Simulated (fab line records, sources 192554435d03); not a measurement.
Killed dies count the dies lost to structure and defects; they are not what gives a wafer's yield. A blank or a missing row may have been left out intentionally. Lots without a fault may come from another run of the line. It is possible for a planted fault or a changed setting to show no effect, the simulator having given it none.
Lot-split experiment :: flow n5-finfet :: 21 wafers read from 7 lots, route of 1938 steps

THE SPLIT ITSELF
At N5_BEOL_M10_COAT_63 (time 60 s, resist thk 100 nm), the setting spin-rpm was moved away from the recipe's 1500 rpm on 5 of the 21 wafers read, by -10.3% to +5.9%. For the rest of the wafers, this setting stayed at what the recipe calls for.

FROM THE SPLIT TO THE READING: what the file shows between them, 9 steps
- N5_BEOL_M10_COAT_22: resist thk 90 nm (also split here: spin-rpm)
- N5_BEOL_M10_EBR_24
- N5_BEOL_M10_SOFTBAKE_23: time 60 s
- N5_BEOL_M10_EXPOSE_25: exposes mask V9
- N5_BEOL_M10_PEB_26: peb time 60 s
- N5_BEOL_M10_DEVELOP_27: develop time 30 s
- N5_BEOL_M10_DESCUM_33: chemistry O2, time 7.9 s
- N5_BEOL_M10_ETCH_65: etches SiARC in CF4, target depth 39 nm, time 65 s
- N5_BEOL_M10_ETCH_66: etches SOC in N2/H2, target depth 120 nm, overetch 24 nm, time 180 s

THE READING
SOC_of_BEOL_M10_COAT_63.thk-nm (the simulator's own value, which no gauge read), in nm, at N5_BEOL_M10_VIA_ETCH_34 (etches SiCOH lowk in C4F6/O2, target depth 184.5 nm, time 69.2 s). The file does not state a usual value for it. The 16 wafers here that ran the recipe average 92.0 nm, standard deviation 0.52 nm.

wafer: L074.2
tool, chamber at the split: litho-track-05, 0
spin-rpm as run, rpm: 1500
against the recipe: recipe
SOC_of_BEOL_M10_COAT_63.thk-nm, nm: 92.4
against lot-mates on the recipe: -

wafer: L074.3
tool, chamber at the split: litho-track-05, 0
spin-rpm as run, rpm: 1500
against the recipe: recipe
SOC_of_BEOL_M10_COAT_63.thk-nm, nm: 91.8
against lot-mates on the recipe: -

wafer: L074.4
tool, chamber at the split: litho-track-05, 0
spin-rpm as run, rpm: 1382
against the recipe: -7.9%
SOC_of_BEOL_M10_COAT_63.thk-nm, nm: 96.8
against lot-mates on the recipe: +4.7

wafer: L085.2
tool, chamber at the split: litho-track-05, 0
spin-rpm as run, rpm: 1346
against the recipe: -10.3%
SOC_of_BEOL_M10_COAT_63.thk-nm, nm: 97.8
against lot-mates on the recipe: +5.8

wafer: L085.3
tool, chamber at the split: litho-track-05, 0
spin-rpm as run, rpm: 1500
against the recipe: recipe
SOC_of_BEOL_M10_COAT_63.thk-nm, nm: 92.6
against lot-mates on the recipe: -

wafer: L085.4
tool, chamber at the split: litho-track-05, 0
spin-rpm as run, rpm: 1500
against the recipe: recipe
SOC_of_BEOL_M10_COAT_63.thk-nm, nm: 91.4
against lot-mates on the recipe: -

wafer: L086.1
tool, chamber at the split: litho-track-03, 0
spin-rpm as run, rpm: 1500
against the recipe: recipe
SOC_of_BEOL_M10_COAT_63.thk-nm, nm: 92
against lot-mates on the recipe: -

wafer: L086.4
tool, chamber at the split: litho-track-03, 0
spin-rpm as run, rpm: 1500
against the recipe: recipe
SOC_of_BEOL_M10_COAT_63.thk-nm, nm: 92.2
against lot-mates on the recipe: -

wafer: L086.6
tool, chamber at the split: litho-track-03, 0
spin-rpm as run, rpm: 1500
against the recipe: recipe
SOC_of_BEOL_M10_COAT_63.thk-nm, nm: 92.4
against lot-mates on the recipe: -

wafer: L088.3
tool, chamber at the split: litho-track-05, 0
spin-rpm as run, rpm: 1453
against the recipe: -3.1%
SOC_of_BEOL_M10_COAT_63.thk-nm, nm: 93.8
against lot-mates on the recipe: +2.2

wafer: L088.4
tool, chamber at the split: litho-track-05, 0
spin-rpm as run, rpm: 1500
against the recipe: recipe
SOC_of_BEOL_M10_COAT_63.thk-nm, nm: 91.6
against lot-mates on the recipe: -

wafer: L088.5
tool, chamber at the split: litho-track-05, 0
spin-rpm as run, rpm: 1500
against the recipe: recipe
SOC_of_BEOL_M10_COAT_63.thk-nm, nm: 91.6
against lot-mates on the recipe: -

wafer: L092.3
tool, chamber at the split: litho-track-01, 0
spin-rpm as run, rpm: 1373
against the recipe: -8.5%
SOC_of_BEOL_M10_COAT_63.thk-nm, nm: 97.2
against lot-mates on the recipe: +4.3

wafer: L092.5
tool, chamber at the split: litho-track-01, 0
spin-rpm as run, rpm: 1500
against the recipe: recipe
SOC_of_BEOL_M10_COAT_63.thk-nm, nm: 93
against lot-mates on the recipe: -

wafer: L092.6
tool, chamber at the split: litho-track-01, 0
spin-rpm as run, rpm: 1500
against the recipe: recipe
SOC_of_BEOL_M10_COAT_63.thk-nm, nm: 92.8
against lot-mates on the recipe: -

wafer: L091.1
tool, chamber at the split: litho-track-05, 0
spin-rpm as run, rpm: 1500
against the recipe: recipe
SOC_of_BEOL_M10_COAT_63.thk-nm, nm: 91.4
against lot-mates on the recipe: -

wafer: L091.5
tool, chamber at the split: litho-track-05, 0
spin-rpm as run, rpm: 1500
against the recipe: recipe
SOC_of_BEOL_M10_COAT_63.thk-nm, nm: 91.4
against lot-mates on the recipe: -

wafer: L091.4
tool, chamber at the split: litho-track-05, 0
spin-rpm as run, rpm: 1500
against the recipe: recipe
SOC_of_BEOL_M10_COAT_63.thk-nm, nm: 91.6
against lot-mates on the recipe: -

wafer: L095.2
tool, chamber at the split: litho-track-03, 0
spin-rpm as run, rpm: 1500
against the recipe: recipe
SOC_of_BEOL_M10_COAT_63.thk-nm, nm: 91.8
against lot-mates on the recipe: -

wafer: L095.3
tool, chamber at the split: litho-track-03, 0
spin-rpm as run, rpm: 1500
against the recipe: recipe
SOC_of_BEOL_M10_COAT_63.thk-nm, nm: 91.4
against lot-mates on the recipe: -

wafer: L095.5
tool, chamber at the split: litho-track-03, 0
spin-rpm as run, rpm: 1589
against the recipe: +5.9%
SOC_of_BEOL_M10_COAT_63.thk-nm, nm: 89.2
against lot-mates on the recipe: -2.4

FIT RESULTS
A straight line over all 21 wafers: SOC_of_BEOL_M10_COAT_63.thk-nm changes by -0.574 nm for each +1% of spin-rpm; r = -0.97; the points scatter about the line by 0.51 nm.
The same after taking each lot's own level away (the mean of its wafers on the recipe; 21 wafers): -0.535 nm for each +1%; r = -0.99; scatter 0.34 nm.
On that fit, the largest move of spin-rpm shifts the reading by 5.5 nm.
From 91.47 to 92.90 nm: that is the span of the lots' own levels, equal to 2.8 times the standard deviation above.
Hence the lot-to-lot level has little effect on the slope; both slopes agree.
Check: with one of the wafers moved furthest among these (-10.3%) left out of the fit, the line predicts +5.45 nm for it against its lot-mates. It came out at +5.8 nm against them.

ADDITIONAL SPLITS CARRIED BY THESE WAFERS
Note: prior to the reading, these wafers also went through further splits. Each is held against what the fit with the lots' levels taken away leaves over:
other split on the same wafers: N5_BEOL_M8_ETCH_62 time-s
wafers away from the commonest value: 7
r with SOC_of_BEOL_M10_COAT_63.thk-nm (lot level and that fit taken away): +0.04

other split on the same wafers: N5_BEOL_M9_DESCUM_16 time-s
wafers away from the commonest value: 8
r with SOC_of_BEOL_M10_COAT_63.thk-nm (lot level and that fit taken away): +0.02

other split on the same wafers: N5_BEOL_M10_COAT_22 spin-rpm
wafers away from the commonest value: 6
r with SOC_of_BEOL_M10_COAT_63.thk-nm (lot level and that fit taken away): +0.38

THE WHOLE CHAIN: every reading that the file lists as answering this split, in the file's order
step: N5_BEOL_M10_COAT_63
what it does: time 60 s, resist thk 100 nm
reading: SOC_of_BEOL_M10_COAT_63.thk-nm (the simulator's own value, which no gauge read)
change (the file's fit): -0.531 nm for each +1% of the setting
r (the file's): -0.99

step: N5_BEOL_M10_ETCH_66
what it does: etches SOC in N2/H2, target depth 120 nm, overetch 24 nm, time 180 s
reading: etch.depth-nm (the simulator's own value, which no gauge read)
change (the file's fit): -0.528 nm for each +1% of the setting
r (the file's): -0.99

step: N5_BEOL_M10_VIA_ETCH_34
what it does: etches SiCOH lowk in C4F6/O2, target depth 184.5 nm, time 69.2 s
reading: SOC_of_BEOL_M10_COAT_63.thk-nm (the simulator's own value, which no gauge read)
change (the file's fit): -0.542 nm for each +1% of the setting
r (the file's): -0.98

FILE'S OWN FIT
SOC_of_BEOL_M10_COAT_63.thk-nm changes by -0.542 nm for each +1% of spin-rpm, r = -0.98.
